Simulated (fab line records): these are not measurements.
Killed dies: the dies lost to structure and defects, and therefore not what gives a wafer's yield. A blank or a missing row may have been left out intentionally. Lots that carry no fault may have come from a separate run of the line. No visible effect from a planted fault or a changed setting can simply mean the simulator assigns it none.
fab line records -- flow nand-harc
record: lots: 6, wafers: 18, last-day: 34
route steps=1302 shown A_BONDPAD@1208 END@1302
lots untouched by any fault: they come from a run of this same line in which no faults occurred
start-h: hours from the record's first day to the start of the lot's first wafer shown -- wait-h: hours since the lot's step before -- " as in the row above -- L1.1+2: one row covering several wafers at once -- - no value, or no start given -- * or withheld: withheld -- < > ~ a bound
route shown NAME@n: a module of which the file shows steps, and the number in the route of the first -- usual: mean/standard deviation of fault-free wafers -- same: alike in all rows -- chamber/n: place in a boat -- sites: each site's reading -- _std_site: standard deviation across them -- _edge_site: mean of outer sites minus mean of inner sites -- radius-mm: for every site, how far away it sits from the centre of the wafer -- mask NAME#n: copy n -- behind: the tool/chamber that last shaped the wafer -- hold: why the lot was held/for how many hours/how that ended -- device: whichever transistor did not switch (one of n, p or np) -- end of line: at the end of the route, the tests of the same wafers -- where a step has no rows: the recipe by itself -- killed: dies lost to structure and defects at the first sort, not the wafer's yield -- map: per-die view of a wafer (x killed, . not killed, _ where there is no die)
set.NAME: the setting the step ran with; set.NAME@STEP: the setting that earlier step ran with -- model.NAME: the simulator's own value behind a step, which no gauge read
lots at some steps of the route; a table a step, a row a wafer
services: the hour from which a tool's chamber was out of use, counted from the record's first day as start-h (under 0 if before that day), plus the number of hours and why
== steps ==
step: NHARC_A_BONDPAD_COAT_33
recipe: temp-c: 200, time-s: 65
step: NHARC_A_BONDPAD_COAT_03
recipe: spin-rpm: 2000, resist-thk-nm: 600
step: NHARC_A_BONDPAD_SOFTBAKE_04
recipe: temp-c: 125, time-s: 70
step: NHARC_A_BONDPAD_EBR_05
step: NHARC_A_BONDPAD_EXPOSE_06
recipe: na: 0.55, dose-mj: 36.99, mask-id: A_BPAD
step: NHARC_A_BONDPAD_PEB_07
recipe: peb-temp-c: 128, peb-time-s: 80
step: NHARC_A_BONDPAD_DEVELOP_08
recipe: time-s: 50, dev-temp-c: 22
step: NHARC_A_BONDPAD_CD_MEAS_09
recipe: target-cd-nm: 500, landing-energy-ev: 500
usual: cd-nm: 499.8/1.3
lot.wafer,tool,chamber,start-h,wait-h,cd-nm
L132.1,cd-sem-02,0,553.19,-,499.1
L132.4,cd-sem-02,0,553.19,-,497.2
L132.5,cd-sem-02,0,553.19,-,500.7
L149.1,cd-sem-01,0,697.55,-,499.9
L149.2,cd-sem-01,0,697.55,-,500.1
L149.5,cd-sem-01,0,697.55,-,498.3
L146.1,cd-sem-03,0,698.53,-,500.6
L146.2,cd-sem-03,0,698.53,-,496.4
L146.5,cd-sem-03,0,698.53,-,500.6
L151.1,cd-sem-03,0,719.82,-,499.2
L151.2,cd-sem-03,0,719.82,-,499.8
L151.3,cd-sem-03,0,719.82,-,498.2
L155.3,cd-sem-03,0,766.02,-,499.3
L155.4,cd-sem-03,0,766.02,-,499.6
L155.6,cd-sem-03,0,766.02,-,499.2
L152.3,cd-sem-03,0,770.89,-,499.3
L152.5,cd-sem-03,0,770.89,-,499.1
L152.6,cd-sem-03,0,770.89,-,497.8
step: NHARC_A_BONDPAD_OVL_MEAS_35
usual: overlay-x-nm: -2/6.7, overlay-y-nm: 1/5.4
lot.wafer,tool,chamber,start-h,wait-h,overlay-x-nm,overlay-y-nm
L132.1,overlay-02,-,553.27,-,2,8
L132.4,overlay-02,-,553.27,-,2,8
L132.5,overlay-02,-,553.27,-,2,8
L149.1,overlay-01,-,697.64,-,-1,-9
L149.2,overlay-01,-,697.64,-,-1,-9
L149.5,overlay-01,-,697.64,-,0,-9
L146.1,overlay-01,-,698.62,-,-6,5
L146.2,overlay-01,-,698.62,-,-6,6
L146.5,overlay-01,-,698.62,-,-6,6
L151.1,overlay-02,-,719.91,-,-11,1
L151.2,overlay-02,-,719.91,-,-10,0
L151.3,overlay-02,-,719.91,-,-10,0
L155.3,overlay-02,-,766.10,-,-13,-3
L155.4,overlay-02,-,766.10,-,-13,-3
L155.6,overlay-02,-,766.10,-,-13,-2
L152.3,overlay-01,-,770.97,-,-9,10
L152.5,overlay-01,-,770.97,-,-9,10
L152.6,overlay-01,-,770.97,-,-9,10
step: NHARC_A_BONDPAD_HARDBAKE_10
recipe: temp-c: 118, time-s: 65
step: NHARC_A_BONDPAD_DESCUM_11
recipe: time-s: 3, o2-flow-sccm: 200, ar-flow-sccm: 0, bias-power-w: 0, chemistry: O2
usual: drypump-motor-current-A: 5.63/0.28, mfc-ar-sccm: 0.011/0.011, oes-product-au: 1.000/0.0074, rf-vpp-V: 57.7/0.93, showerhead-plenum-p-Torr: 1.88/0.064, throttle-valve-pct: 11.312/0.0094
same: bias-power-w: 0, time-s: 3
lot.wafer,tool,chamber,start-h,wait-h,drypump-motor-current-A,mfc-ar-sccm,oes-product-au,rf-hours-counter-h,rf-vpp-V,showerhead-plenum-p-Torr,throttle-valve-pct
L132.1,rie-diel-04,0,553.41,-,5.86,0.012,0.996,2,56.6,1.84,11.322
L132.4,rie-diel-04,2,553.41,-,6.24,0,0.993,2,56.4,1.80,11.296
L132.5,rie-diel-04,0,553.41,-,5.82,0.012,0.994,-,57.8,1.84,11.315
L149.2,rie-diel-08,3,697.78,-,5.36,0,0.991,5,58.1,1.86,11.314
L149.1,rie-diel-08,0,697.78,-,5.29,0.018,1.005,4,58.5,1.87,11.322
L149.5,rie-diel-08,1,697.78,-,5.60,0.027,1.000,-,56.7,1.78,11.301
L146.1,rie-diel-08,3,698.76,-,5.36,0,0.991,5,58.7,1.86,11.335
L146.2,rie-diel-08,0,698.76,-,5.25,0.018,1.013,4,57.5,1.87,11.300
L146.5,rie-diel-08,3,698.76,-,5.34,0,1.000,-,57.2,1.86,11.316
L151.1,rie-diel-04,0,720.03,-,5.80,0.012,1.006,0,57.5,1.84,11.334
L151.2,rie-diel-04,1,720.03,-,5.65,0,0.993,0,56.3,1.93,11.314
L151.3,rie-diel-04,3,720.03,-,5.79,0,1.001,0,57.9,1.96,11.310
L155.4,rie-diel-04,0,766.24,-,5.87,0.012,0.989,5,59.6,1.84,11.318
L155.3,rie-diel-04,1,766.24,-,5.68,0,0.988,5,58.3,1.93,11.318
L155.6,rie-diel-04,0,766.24,-,5.85,0.012,0.998,-,57.6,1.84,11.291
L152.3,rie-diel-08,2,771.10,-,5.70,0.025,1.000,1,57.3,1.90,11.330
L152.5,rie-diel-08,1,771.10,-,5.62,0.027,0.992,-,56.6,1.78,11.293
L152.6,rie-diel-08,2,771.10,-,5.72,0.025,1.005,-,57.3,1.90,11.309
step: NHARC_A_BONDPAD_ETCH_34
recipe: target-depth-a: 600, overetch-a: 180, time-s: 65.91, ion-energy-ev: 200, n2-flow-sccm: 150, h2-flow-sccm: 150, ar-flow-sccm: 0, rf-w: 400, bias-w: 150, chemistry: N2/H2
usual: drypump-motor-current-A: 5.63/0.28, mfc-ar-sccm: 0.011/0.011, oes-product-au: 1.000/0.0073, rf-fwd-power-W: 396.6/1.3, rf-vpp-V: 429.3/2.2, showerhead-plenum-p-Torr: 2.00/0.071, throttle-valve-pct: 14.171/0.0088
same: time-s: 65.91
lot.wafer,tool,chamber,start-h,wait-h,drypump-motor-current-A,mfc-ar-sccm,oes-product-au,rf-fwd-power-W,rf-hours-counter-h,rf-vpp-V,showerhead-plenum-p-Torr,throttle-valve-pct
L132.4,rie-diel-04,0,553.49,0.1,5.84,0.012,0.999,394.3,2,428.4,1.96,14.172
L132.1,rie-diel-04,2,553.49,0.1,6.23,0,0.995,397.5,2,426.9,1.91,14.166
L132.5,rie-diel-04,0,553.49,0.1,5.82,0.012,0.992,394.9,-,428.0,1.96,14.191
L149.1,rie-diel-08,0,697.85,0.1,5.28,0.018,1.005,398.4,4,428.0,1.99,14.165
L149.2,rie-diel-08,3,697.85,0.1,5.35,0,0.994,397.7,5,428.2,1.98,14.164
L149.5,rie-diel-08,0,697.85,0.1,5.30,0.018,1.001,398.1,-,427.6,1.99,14.175
L146.1,rie-diel-08,1,698.84,0.1,5.60,0.027,0.993,396.4,3,426.7,1.90,14.171
L146.2,rie-diel-08,2,698.84,0.1,5.71,0.025,1.000,397.3,4,430.6,2.02,14.160
L146.5,rie-diel-08,0,698.84,0.1,5.28,0.018,1.011,397.0,-,429.6,1.99,14.167
L151.1,rie-diel-04,3,720.12,0.1,5.77,0,1.013,398.7,0,432.5,2.09,14.181
L151.2,rie-diel-04,0,720.12,0.1,5.80,0.012,1.000,395.2,0,428.0,1.96,14.174
L151.3,rie-diel-04,2,720.12,0.1,6.23,0,1.012,396.3,0,426.5,1.91,14.170
L155.3,rie-diel-04,1,766.34,0.1,5.68,0,0.988,397.2,5,429.6,2.06,14.179
L155.4,rie-diel-04,2,766.34,0.1,6.23,0,1.003,395.7,6,428.0,1.90,14.173
L155.6,rie-diel-04,0,766.34,0.1,5.84,0.012,0.995,397.4,-,427.8,1.95,14.173
L152.3,rie-diel-08,0,771.19,0.1,5.29,0.018,0.997,398.2,1,428.8,1.99,14.156
L152.6,rie-diel-08,2,771.19,0.1,5.72,0.025,0.993,395.1,-,430.4,2.02,14.163
L152.5,rie-diel-08,3,771.19,0.1,5.38,0,0.994,398.7,-,430.3,1.98,14.175
step: NHARC_A_BONDPAD_ETCH_12
recipe: target-depth-a: 2200, time-s: 110, chf3-flow-sccm: 50, o2-flow-sccm: 10, ar-flow-sccm: 200, rf-w: 500, bias-w: 200, chemistry: CHF3/O2
usual: chf3-flow-sccm: 50.01/0.16, drypump-motor-current-A: 5.64/0.28, mfc-ar-sccm: 199.9/0.67, oes-product-au: 0.946/0.022, rf-fwd-power-W: 497.3/1.7, rf-vpp-V: 369.5/1.8, showerhead-plenum-p-Torr: 2.35/0.074, throttle-valve-pct: 20.573/0.0085
same: time-s: 110
lot.wafer,tool,chamber,start-h,wait-h,chf3-flow-sccm,drypump-motor-current-A,mfc-ar-sccm,oes-product-au,rf-fwd-power-W,rf-hours-counter-h,rf-vpp-V,showerhead-plenum-p-Torr,throttle-valve-pct
L132.4,rie-diel-04,0,553.58,-,49.89,5.79,200.9,0.968,496.1,2,369.4,2.32,20.577
L132.1,rie-diel-04,2,553.58,-,50.08,6.20,199.3,0.982,498.5,2,367.8,2.26,20.574
L132.5,rie-diel-04,0,553.58,-,49.76,5.84,199.5,0.973,498.3,-,369.4,2.32,20.581
L149.2,rie-diel-08,0,697.95,-,50.11,5.27,200.5,0.740,299.1,4,370.1,2.34,20.574
L149.1,rie-diel-08,2,697.95,-,50.04,5.70,199.0,0.733,297.8,3,369.1,2.38,20.575
L149.5,rie-diel-08,0,697.95,-,50.13,5.30,199.8,0.740,300.3,-,369.1,2.34,20.583
L146.2,rie-diel-08,2,698.93,-,49.93,5.70,198.9,0.712,295.3,4,371.3,2.38,20.582
L146.1,rie-diel-08,3,698.93,-,50.06,5.36,200.0,0.703,294.0,5,369.1,2.34,20.587
L146.5,rie-diel-08,2,698.93,-,49.80,5.69,199.0,0.720,296.1,-,370.9,2.38,20.562
L151.3,rie-diel-04,0,720.21,-,49.70,5.82,199.7,0.957,496.5,0,369.3,2.31,20.572
L151.2,rie-diel-04,1,720.21,-,49.98,5.67,200.3,0.954,498.3,0,372.6,2.42,20.570
L151.1,rie-diel-04,2,720.21,-,49.75,6.20,200.0,0.984,500.5,0,367.0,2.26,20.587
L155.4,rie-diel-04,2,766.43,-,50.21,6.20,199.8,0.922,495.0,6,367.4,2.25,20.574
L155.3,rie-diel-04,3,766.43,-,50.15,5.74,200.5,0.931,497.3,6,371.1,2.45,20.561
L155.6,rie-diel-04,2,766.43,-,50.11,6.22,199.8,0.921,494.5,-,367.4,2.25,20.569
L152.3,rie-diel-08,3,771.30,-,50.31,5.37,199.0,0.974,497.4,1,369.7,2.34,20.590
L152.6,rie-diel-08,0,771.30,-,49.84,5.28,199.9,0.975,496.6,-,369.4,2.34,20.575
L152.5,rie-diel-08,1,771.30,-,50.01,5.61,201.1,0.956,499.0,-,368.5,2.24,20.573
step: NHARC_A_BONDPAD_CD_MEAS_13
usual: cd-nm: 499.4/1.4
lot.wafer,tool,chamber,start-h,wait-h,hold,cd-nm
L132.1,cd-sem-01,-,553.71,-,-,498.3
L132.4,cd-sem-01,-,553.71,-,-,496.8
L132.5,cd-sem-01,-,553.71,-,-,499.8
L149.1,cd-sem-03,-,698.08,-,-,496.4
L149.2,cd-sem-03,-,698.08,-,-,497.9
L149.5,cd-sem-03,-,698.08,-,-,495.6
L146.1,cd-sem-03,-,699.06,-,await-dispo/0.2h/release,497.1
L146.2,cd-sem-03,-,699.06,-,await-dispo/0.2h/release,493.5
L146.5,cd-sem-03,-,699.06,-,await-dispo/0.2h/release,496.5
L146.1,cd-sem-03,-,699.25,0.2,-,497.5
L146.2,cd-sem-03,-,699.25,0.2,-,493.4
L146.5,cd-sem-03,-,699.25,0.2,-,496.3
L151.1,cd-sem-03,-,720.35,-,-,498.4
L151.2,cd-sem-03,-,720.35,-,-,499.3
L151.3,cd-sem-03,-,720.35,-,-,497.6
L155.3,cd-sem-03,-,766.56,-,-,498.7
L155.4,cd-sem-03,-,766.56,-,-,498.1
L155.6,cd-sem-03,-,766.56,-,-,499.5
L152.3,cd-sem-03,-,771.42,-,-,499.4
L152.5,cd-sem-03,-,771.42,-,-,499.5
L152.6,cd-sem-03,-,771.42,-,-,498.2
step: NHARC_A_BONDPAD_STRIP_15
recipe: o2-flow-sccm: 500, ar-flow-sccm: 0, bias-w: 0, chemistry: O2
usual: drypump-motor-current-A: 5.73/0.28, mfc-ar-sccm: 0.008/0.01, oes-product-au: 1.000/0.007, rf-vpp-V: 57.6/0.91, showerhead-plenum-p-Torr: 3.46/0.11, throttle-valve-pct: 17.038/0.0095
lot.wafer,tool,chamber,start-h,wait-h,hold,drypump-motor-current-A,mfc-ar-sccm,oes-product-au,rf-hours-counter-h,rf-vpp-V,showerhead-plenum-p-Torr,throttle-valve-pct
L132.4,rie-diel-04,0,553.79,0.1,-,5.84,0.012,0.999,2,57.7,3.41,17.031
L132.1,rie-diel-04,3,553.79,0.1,-,5.77,0,1.011,2,57.1,3.62,17.036
L132.5,rie-diel-04,1,553.79,0.1,-,5.69,0,1.001,-,59.3,3.57,17.030
L149.1,rie-diel-04,0,698.17,0.1,-,5.81,0.012,1.016,25,57.9,3.40,17.038
L149.2,rie-diel-04,2,698.17,0.1,-,6.23,0,0.999,19,57.6,3.32,17.042
L149.5,rie-diel-04,0,698.17,0.1,-,5.81,0.012,0.999,-,57.3,3.40,17.038
L146.1,rie-diel-04,3,701.09,1.8,await-dispo/1.7h/release,5.76,0,1.004,23,58.4,3.60,17.049
L146.2,rie-diel-04,2,701.09,1.8,await-dispo/1.7h/release,6.24,0,0.997,19,55.8,3.32,17.022
L146.5,rie-diel-04,0,701.09,1.8,await-dispo/1.7h/release,5.87,0.012,0.996,-,57.5,3.40,17.029
L151.2,rie-diel-08,1,720.42,0.1,-,5.61,0.027,0.994,4,56.8,3.30,17.031
L151.3,rie-diel-08,3,720.42,0.1,-,5.37,0,0.997,5,56.5,3.44,17.054
L151.1,rie-diel-08,0,720.42,0.1,-,5.31,0.018,1.016,5,58.0,3.44,17.031
L155.3,rie-diel-04,1,766.66,0.1,-,5.67,0,0.988,5,57.5,3.56,17.033
L155.4,rie-diel-04,2,766.66,0.1,-,6.23,0,1.005,6,58.2,3.32,17.059
L155.6,rie-diel-04,0,766.66,0.1,-,5.84,0.012,1.003,-,57.0,3.39,17.042
L152.3,rie-diel-04,1,771.53,0.1,-,5.69,0,0.988,6,59.0,3.56,17.018
L152.6,rie-diel-04,2,771.53,0.1,-,6.24,0,0.988,-,57.5,3.31,17.035
L152.5,rie-diel-04,3,771.53,0.1,-,5.81,0,0.994,-,58.7,3.60,17.038
step: NHARC_END_SORT_01
recipe: temp-c: 25
usual: defect-limited-yield: 90.7/3, killed-at-array: 58/20, killed-at-other: 0.9/1.4, killed-at-periphery: 4/3.1, killed-dies: 63/20, killed-open: 3.3/1.8, killed-short: 2.4/1.5
same: gross-dies: 677
lot.wafer,tool,chamber,start-h,wait-h,hold,defect-limited-yield[%],killed-at-array,killed-at-other,killed-at-periphery,killed-dies,killed-open,killed-short
L132.1,prober-02,0,593.27,2.5,-,89.1,59,8,7,74,6,2
L132.4,prober-02,0,595.68,3.4,-,91.4,46,7,5,58,2,2
L132.5,prober-02,0,596.48,3.7,-,90.5,51,5,8,64,9,0
L146.1,prober-01,0,730.37,2.6,await-dispo/0.8h/scrap,0,672,1,4,677,4,2
L146.2,prober-01,0,731.19,2.9,await-dispo/0.8h/scrap,0,673,0,4,677,3,2
L146.5,prober-01,0,733.62,3.8,await-dispo/0.8h/scrap,0,672,1,4,677,4,3
L149.1,prober-02,0,730.51,2.5,await-dispo/3.6h/scrap,0,671,1,5,677,4,5
L149.2,prober-02,0,731.33,2.8,await-dispo/3.6h/scrap,0,672,1,4,677,3,3
L149.5,prober-02,0,733.78,3.8,await-dispo/3.6h/scrap,0,675,0,2,677,6,1
L151.1,prober-02,0,765.00,2.5,-,87.9,75,0,7,82,5,3
L151.2,prober-02,0,765.81,2.8,-,89.8,65,0,4,69,3,0
L151.3,prober-02,0,766.62,3.1,-,91.7,55,0,1,56,2,0
L155.3,prober-02,0,798.33,3.1,-,90.8,61,0,1,62,1,1
L155.4,prober-02,0,799.12,3.4,-,93.9,37,3,1,41,0,1
L155.6,prober-02,0,800.71,4.0,-,94.5,35,0,2,37,5,2
L152.3,prober-01,0,806.21,3.1,-,93.2,42,0,4,46,2,2
L152.5,prober-01,0,807.81,3.7,-,93.9,35,0,6,41,4,3
L152.6,prober-01,0,808.60,4.0,-,92.3,49,1,2,52,3,4
killed by level:class
L132.1 A_CHANNEL_HOLE_D1:chamber-film-flake=38 THIN_TSV:chamber-film-flake=8 A_STAIRCASE:chamber-film-flake=6 A_CHANNEL_HOLE_D2:chamber-film-flake=4 A_M0:geometric-particle:open=3 P_STI:chamber-film-flake=3 P_GATE:chamber-film-flake=2 P_M1:chamber-film-flake=2
L132.4 A_CHANNEL_HOLE_D1:chamber-film-flake=31 THIN_TSV:chamber-film-flake=7 A_STAIRCASE:chamber-film-flake=6 P_GATE:chamber-film-flake=3 A_CHANNEL_HOLE_D2:chamber-film-flake=3 A_CONTACT:chamber-film-flake=2 P_M2:geometric-particle:open=1 A_SGD_CUT:geometric-particle:short=1
L132.5 A_CHANNEL_HOLE_D1:chamber-film-flake=29 P_GATE:chamber-film-flake=6 A_CHANNEL_HOLE_D2:chamber-film-flake=5 A_STAIRCASE:chamber-film-flake=5 THIN_TSV:chamber-film-flake=5 A_CONTACT:geometric-particle:open=2 A_BLC:geometric-particle:open=2 P_GATE:geometric-particle:open=1
L146.1 A_BONDPAD:area-etch=612 A_SLIT:chamber-film-flake=34 A_CHANNEL_HOLE_D1:chamber-film-flake=10 A_STAIRCASE:chamber-film-flake=5 A_CONTACT:chamber-film-flake=5 P_M1:geometric-particle:open=2 A_CHANNEL_HOLE_D2:chamber-film-flake=2 P_GATE:geometric-particle:open=1
L149.1 A_BONDPAD:area-etch=609 A_SLIT:chamber-film-flake=18 A_CHANNEL_HOLE_D1:chamber-film-flake=17 A_CHANNEL_HOLE_D2:chamber-film-flake=8 A_BLC:chamber-film-flake=5 A_STAIRCASE:chamber-film-flake=3 P_M0:geometric-particle:open=2 P_GATE:chamber-film-flake=2
L146.2 A_BONDPAD:area-etch=613 A_SLIT:chamber-film-flake=23 A_CHANNEL_HOLE_D1:chamber-film-flake=18 A_CONTACT:chamber-film-flake=8 A_STAIRCASE:chamber-film-flake=4 P_GATE:geometric-particle:open=1 P_CONTACT:geometric-particle:open=1 A_ONON_D2:geometric-particle:short=1
L149.2 A_BONDPAD:area-etch=601 A_SLIT:chamber-film-flake=29 A_CHANNEL_HOLE_D2:chamber-film-flake=16 A_CHANNEL_HOLE_D1:chamber-film-flake=7 A_CONTACT:chamber-film-flake=6 A_BLC:chamber-film-flake=6 A_STAIRCASE:chamber-film-flake=4 A_M0:geometric-particle:open=2
L146.5 A_BONDPAD:area-etch=617 A_SLIT:chamber-film-flake=23 A_CHANNEL_HOLE_D1:chamber-film-flake=11 A_CONTACT:chamber-film-flake=8 A_DECK1_JOINT:chamber-film-flake=3 P_CONTACT:geometric-particle:open=2 A_WL_FILL:geometric-particle:short=2 A_CHANNEL_HOLE_D2:chamber-film-flake=2
L149.5 A_BONDPAD:area-etch=609 A_SLIT:chamber-film-flake=27 A_CHANNEL_HOLE_D2:chamber-film-flake=14 A_CONTACT:chamber-film-flake=7 A_CHANNEL_HOLE_D1:chamber-film-flake=6 A_M1:geometric-particle:open=3 A_BLC:chamber-film-flake=3 P_M1:geometric-particle:open=1
L151.1 A_CHANNEL_HOLE_D1:chamber-film-flake=26 A_CHANNEL_HOLE_D2:chamber-film-flake=26 A_SLIT:chamber-film-flake=5 A_CONTACT:chamber-film-flake=5 A_CHANNEL_FILL_D1:chamber-film-flake=4 P_GATE:chamber-film-flake=3 A_ONON_D1:geometric-particle:short=2 P_STI:chamber-film-flake=2
L151.2 A_CHANNEL_HOLE_D1:chamber-film-flake=31 A_CHANNEL_HOLE_D2:chamber-film-flake=18 A_CONTACT:chamber-film-flake=7 A_WL_FILL:geometric-particle:open=2 P_GATE:chamber-film-flake=2 A_SLIT:chamber-film-flake=2 A_BONDPAD:chamber-film-flake=2 A_ONON_D1:geometric-particle:open=1
L151.3 A_CHANNEL_HOLE_D1:chamber-film-flake=25 A_CHANNEL_HOLE_D2:chamber-film-flake=16 A_SLIT:chamber-film-flake=6 A_CONTACT:chamber-film-flake=2 A_ONON_D1:geometric-particle:open=1 A_CHANNEL_FILL_D2:geometric-particle:open=1 P_STI:chamber-film-flake=1 A_CHANNEL_FILL_D1:chamber-film-flake=1
L155.3 A_CHANNEL_HOLE_D2:chamber-film-flake=39 A_CONTACT:chamber-film-flake=10 A_SLIT:chamber-film-flake=7 A_WL_FILL:chamber-film-flake=2 A_CONTACT:geometric-particle:short=1 A_M1:geometric-particle:open=1 P_ZERO_WELL:chamber-film-flake=1 A_DECK1_JOINT:chamber-film-flake=1
L155.4 A_CHANNEL_HOLE_D2:chamber-film-flake=15 A_SLIT:chamber-film-flake=10 A_CONTACT:chamber-film-flake=9 THIN_TSV:chamber-film-flake=3 A_ONON_D2:geometric-particle:short=1 P_ZERO_WELL:chamber-film-flake=1 A_CHANNEL_HOLE_D1:chamber-film-flake=1 A_STAIRCASE:chamber-film-flake=1
L155.6 A_CHANNEL_HOLE_D2:chamber-film-flake=13 A_SLIT:chamber-film-flake=9 A_CONTACT:chamber-film-flake=6 P_M0:geometric-particle:open=2 A_CHANNEL_FILL_D1:geometric-particle:short=1 A_DECK1_JOINT:geometric-particle:open=1 A_CHANNEL_HOLE_D2:geometric-particle:open=1 A_WL_FILL:geometric-particle:short=1
L152.3 A_CHANNEL_HOLE_D1:chamber-film-flake=15 A_STAIRCASE:chamber-film-flake=10 A_CONTACT:chamber-film-flake=7 A_SLIT:chamber-film-flake=4 P_GATE:chamber-film-flake=2 P_CONTACT:geometric-particle:short=1 A_ONON_D1:geometric-particle:open=1 A_CHANNEL_HOLE_D2:geometric-particle:open=1
L152.5 A_CHANNEL_HOLE_D1:chamber-film-flake=9 A_SLIT:chamber-film-flake=9 A_STAIRCASE:chamber-film-flake=4 A_CONTACT:chamber-film-flake=3 P_M2:geometric-particle:open=2 P_GATE:chamber-film-flake=2 A_ZERO_WELL:chamber-film-flake=2 P_M0:geometric-particle:open=1
L152.6 A_CHANNEL_HOLE_D1:chamber-film-flake=16 A_STAIRCASE:chamber-film-flake=11 A_SLIT:chamber-film-flake=6 A_CONTACT:chamber-film-flake=6 P_GATE:chamber-film-flake=2 A_WL_FILL:chamber-film-flake=2 A_ONON_D1:geometric-particle:short=1 A_DECK1_JOINT:geometric-particle:short=1
map L146.1 (x killed, . not)
____________x____________
_________xxxxxxx_________
_______xxxxxxxxxxx_______
______xxxxxxxxxxxxx______
_____xxxxxxxxxxxxxxx_____
____xxxxxxxxxxxxxxxxx____
____xxxxxxxxxxxxxxxxx____
___xxxxxxxxxxxxxxxxxxx___
___xxxxxxxxxxxxxxxxxxx___
__xxxxxxxxxxxxxxxxxxxxx__
__xxxxxxxxxxxxxxxxxxxxx__
_xxxxxxxxxxxxxxxxxxxxxxx_
_xxxxxxxxxxxxxxxxxxxxxxx_
_xxxxxxxxxxxxxxxxxxxxxxx_
_xxxxxxxxxxxxxxxxxxxxxxx_
_xxxxxxxxxxxxxxxxxxxxxxx_
xxxxxxxxxxxxxxxxxxxxxxxxx
xxxxxxxxxxxxxxxxxxxxxxxxx
xxxxxxxxxxxxxxxxxxxxxxxxx
xxxxxxxxxxxxxxxxxxxxxxxxx
xxxxxxxxxxxxxxxxxxxxxxxxx
_xxxxxxxxxxxxxxxxxxxxxxx_
_xxxxxxxxxxxxxxxxxxxxxxx_
_xxxxxxxxxxxxxxxxxxxxxxx_
_xxxxxxxxxxxxxxxxxxxxxxx_
_xxxxxxxxxxxxxxxxxxxxxxx_
__xxxxxxxxxxxxxxxxxxxxx__
__xxxxxxxxxxxxxxxxxxxxx__
___xxxxxxxxxxxxxxxxxxx___
___xxxxxxxxxxxxxxxxxxx___
____xxxxxxxxxxxxxxxxx____
____xxxxxxxxxxxxxxxxx____
_____xxxxxxxxxxxxxxx_____
______xxxxxxxxxxxxx______
_______xxxxxxxxxxx_______
_________xxxxxxx_________
____________x____________
map L149.1 (x killed, . not)
____________x____________
_________xxxxxxx_________
_______xxxxxxxxxxx_______
______xxxxxxxxxxxxx______
_____xxxxxxxxxxxxxxx_____
____xxxxxxxxxxxxxxxxx____
____xxxxxxxxxxxxxxxxx____
___xxxxxxxxxxxxxxxxxxx___
___xxxxxxxxxxxxxxxxxxx___
__xxxxxxxxxxxxxxxxxxxxx__
__xxxxxxxxxxxxxxxxxxxxx__
_xxxxxxxxxxxxxxxxxxxxxxx_
_xxxxxxxxxxxxxxxxxxxxxxx_
_xxxxxxxxxxxxxxxxxxxxxxx_
_xxxxxxxxxxxxxxxxxxxxxxx_
_xxxxxxxxxxxxxxxxxxxxxxx_
xxxxxxxxxxxxxxxxxxxxxxxxx
xxxxxxxxxxxxxxxxxxxxxxxxx
xxxxxxxxxxxxxxxxxxxxxxxxx
xxxxxxxxxxxxxxxxxxxxxxxxx
xxxxxxxxxxxxxxxxxxxxxxxxx
_xxxxxxxxxxxxxxxxxxxxxxx_
_xxxxxxxxxxxxxxxxxxxxxxx_
_xxxxxxxxxxxxxxxxxxxxxxx_
_xxxxxxxxxxxxxxxxxxxxxxx_
_xxxxxxxxxxxxxxxxxxxxxxx_
__xxxxxxxxxxxxxxxxxxxxx__
__xxxxxxxxxxxxxxxxxxxxx__
___xxxxxxxxxxxxxxxxxxx___
___xxxxxxxxxxxxxxxxxxx___
____xxxxxxxxxxxxxxxxx____
____xxxxxxxxxxxxxxxxx____
_____xxxxxxxxxxxxxxx_____
______xxxxxxxxxxxxx______
_______xxxxxxxxxxx_______
_________xxxxxxx_________
____________x____________
== services ==
tool,chamber,start-h,hours,kind
rie-diel-08,1,531.43,16.2,repair
rie-diel-04,-,532.65,9.0,pm
rie-diel-04,0,532.65,9.0,vent-cycle
rie-diel-04,1,532.65,9.0,vent-cycle
rie-diel-04,2,532.65,9.0,vent-cycle
rie-diel-04,3,532.65,9.0,vent-cycle
rie-diel-04,0,541.65,-,clean
rie-diel-04,1,541.65,-,clean
rie-diel-04,1,541.65,-,consumable-replace:focus-ring
rie-diel-04,2,541.65,-,clean
rie-diel-04,3,541.65,-,clean
rie-diel-08,-,544.80,9.0,pm
rie-diel-04,0,566.15,-,clean
rie-diel-04,1,566.15,-,clean
rie-diel-04,2,566.15,-,clean
rie-diel-08,-,592.77,2.5,repair
rie-diel-08,2,596.07,8.9,repair
rie-diel-08,2,621.34,4.0,repair
rie-diel-04,2,628.00,28.6,repair
rie-diel-04,3,639.10,1.6,repair
rie-diel-08,1,681.08,14.5,repair
rie-diel-04,-,709.65,9.0,pm
rie-diel-08,-,721.80,9.0,pm
rie-diel-08,0,742.08,6.3,repair
== key ==
first-sign: step: NHARC_A_BONDPAD_ETCH_12, reading: rf-fwd-power-W, direction: down, sigmas: 99+, usual: *, struck: *
effect: step: NHARC_A_BONDPAD_ETCH_12, reading: oes-product-au, direction: down, sigmas: 10, usual: 0.946, struck: 0.725
effect: step: NHARC_A_BONDPAD_CD_MEAS_13, reading: visit, direction: added
effect: step: NHARC_END_SORT_01, reading: killed-at-array, direction: up, sigmas: 31, usual: 58, struck: 672
more-kills-born-at: NHARC_A_BONDPAD_ETCH_12@rie-diel-08: 3661
met-at NHARC_A_BONDPAD_ETCH_12
struck-wafers L146.1,L146.2,L146.5,L149.1,L149.2,L149.5
later-rows-left-out L146.1,L146.2,L146.5,L149.1,L149.2,L149.5
fault: kind: process-parameter-drift, tool: rie-diel-08, chamber: -, onset-h: 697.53, steps: NHARC_A_BONDPAD_ETCH_12, channel: rf-w, offset: *, shape: step, end-h: 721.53, acts-in: *, stated: *
later-rows-left-out: the simulator's readings of these wafers behind a module that went badly wrong aren't trusted and aren't shown, but for the sort
